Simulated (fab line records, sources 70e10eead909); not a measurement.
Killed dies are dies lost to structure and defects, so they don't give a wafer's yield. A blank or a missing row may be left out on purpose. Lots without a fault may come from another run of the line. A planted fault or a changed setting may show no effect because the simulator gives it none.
Chamber matching | flow nand_harc | NHARC_A_STAIRCASE_ETCHBACK_422 on rie_diel-04: 4 sister chambers
The step etches the open film in CH3F/O2, target depth 40 nm, time 74.286 s. 4 wafers are shown with their chamber, then 11 later ones without.

WAFERS WITH THEIR CHAMBER
wafer  | chamber | drypump_motor_current_A (A)
L087.4 | 0       | 6.01
L085.2 | 3       | 5.25
L085.3 | 1       | 5.77
L085.1 | 2       | 5.52

WAFERS WITHOUT THEIR CHAMBER
wafer  | drypump_motor_current_A (A)
L085.4 | 6.02
L085.5 | 5.78
L092.1 | 5.78
L092.2 | 5.53
L092.4 | 5.23
L095.2 | 6.01
L095.3 | 5.78
L095.6 | 5.53
L096.3 | 5.22
L096.4 | 5.80
L096.6 | 5.52

WHICH CHAMBER EACH WENT THROUGH
wafer  | from the rows above | in truth
L085.4 | 0                   | 0
L085.5 | 1                   | 1
L092.1 | 1                   | 1
L092.2 | 2                   | 2
L092.4 | 3                   | 3
L095.2 | 0                   | 0
L095.3 | 1                   | 1
L095.6 | 2                   | 2
L096.3 | 3                   | 3
L096.4 | 1                   | 1
L096.6 | 2                   | 2
Placed correctly: 11 of 11. Can't be placed from these rows: 0. Placed wrongly: 0.
How it was worked out, from the rows above alone: a wafer's distance from a chamber is the root of the sum, over the readings, of the square of ((its reading less the chamber's mean) divided by the reading's scatter). The wafer belongs to the nearest chamber; if the next one is less than 2 further off, it can't be placed. A chamber's mean is the mean of its shown wafers. The scatter: with one shown wafer a chamber, the root of the mean of the squares of how far each hidden wafer lies from its nearest shown one.
